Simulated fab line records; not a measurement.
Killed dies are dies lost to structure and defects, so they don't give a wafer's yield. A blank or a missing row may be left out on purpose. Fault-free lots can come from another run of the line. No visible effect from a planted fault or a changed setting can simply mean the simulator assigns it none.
Matching of chambers ; flow nandHarc ; NHARC_A_STAIRCASE_DEP_280 on pecvd-03: 3 sister chambers
The step deposits SiON, target thk 30 nm. 14 wafers are shown with their chamber, then 7 later ones without.

== WAFERS WITH THEIR CHAMBER ==
wafer;chamber;heaterPowerW (W);rfFwdPowerW (W)
L078.4;1;615;349.3
L078.5;0;928;349.2
L078.6;2;861;347.2
L082.4;2;730;348.9
L082.5;0;795;350.4
L082.6;1;655;349.0
L085.1;0;812;347.8
L085.5;2;817;347.2
L085.6;1;619;348.9
L086.1;1;691;351.4
L086.4;0;833;346.9
L086.5;1;673;350.6
L087.2;0;853;348.4
L087.3;1;567;349.3

SIGNATURES (means of the wafers above)
reading;chamber 0;chamber 1;chamber 2;scatter within a chamber
heaterPowerW;844.20;636.67;802.67;52.1
rfFwdPowerW;348.540;349.750;347.767;1.14
Rule: for each reading, subtract the chamber's mean from the wafer's reading, divide by that reading's scatter and square the result; add these up over the readings and take the root, which gives the wafer's distance from the chamber. The wafer belongs to the nearest chamber; if the next one is less than 2 further off, it can't be placed. The scatter: the root of (the sum of the squares of (reading less its chamber's mean) over the shown wafers, divided by (wafers less chambers)).

== WAFERS MISSING THEIR CHAMBER ==
wafer;heaterPowerW (W);rfFwdPowerW (W)
L087.5;568;348.7
L090.2;673;349.6
L090.4;671;350.9
L090.5;904;348.3
L092.1;840;348.0
L092.4;852;348.7
L092.6;810;348.1

== THE CHAMBER EACH PASSED THROUGH ==
wafer;from the rows above;in truth
L087.5;1;1
L090.2;1;1
L090.4;1;1
L090.5;can't be placed: 0 or 2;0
L092.1;can't be placed: 0 or 2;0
L092.4;can't be placed: 0 or 2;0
L092.6;can't be placed: 2 or 0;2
Placed correctly: 3 of 7. These rows do not allow placing 4 (true chamber among the candidates in 4). 0 placed wrongly.
